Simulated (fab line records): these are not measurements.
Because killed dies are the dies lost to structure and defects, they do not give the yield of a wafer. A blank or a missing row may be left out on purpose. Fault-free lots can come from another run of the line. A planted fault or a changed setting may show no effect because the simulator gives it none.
Matching of chambers + flow nand-harc + NHARC_A_WL_FILL_ALD_00 on ald-hk-03 has 4 sister chambers
The step deposits Al2O3, target thk 3 nm, pulse time 3 s, ald cycles 30. 4 wafers are shown with their chamber, then 7 later ones without.

## EACH WAFER AND ITS CHAMBER
| wafer  | chamber | heater-power-outer-w (W) |
|--------|---------|--------------------------|
| L091.2 | 0       | 299                      |
| L091.3 | 2       | 237                      |
| L092.1 | 1       | 269                      |
| L092.2 | 3       | 300                      |

## WAFERS MISSING THEIR CHAMBER
| wafer  | heater-power-outer-w (W) |
|--------|--------------------------|
| L092.5 | 270                      |
| L093.2 | 300                      |
| L093.4 | 266                      |
| L093.5 | 263                      |
| L097.2 | 292                      |
| L097.3 | 305                      |
| L097.4 | 242                      |

## EACH ONE'S CHAMBER
| wafer  | from the rows above     | in truth |
|--------|-------------------------|----------|
| L092.5 | 1                       | 1        |
| L093.2 | can't be placed: 3 or 0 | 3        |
| L093.4 | 1                       | 1        |
| L093.5 | 1                       | 1        |
| L097.2 | can't be placed: 0 or 3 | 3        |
| L097.3 | can't be placed: 3 or 0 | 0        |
| L097.4 | 2                       | 2        |
Correct placement for 4 of the 7. Can't be placed from these rows: 3 (the true chamber is among the candidates in 3). 0 placed wrongly.
How it was worked out, from the rows above alone: a wafer's distance from a chamber is the root of the sum, over the readings, of the square of ((its reading less the chamber's mean) divided by the reading's scatter). If the next closest chamber is less than 2 further off than the closest, the wafer can't be placed; otherwise it belongs to the closest. The mean given for a chamber averages the wafers shown for that chamber. The scatter: with one shown wafer a chamber, the root of the mean of the squares of how far each hidden wafer lies from its nearest shown one.
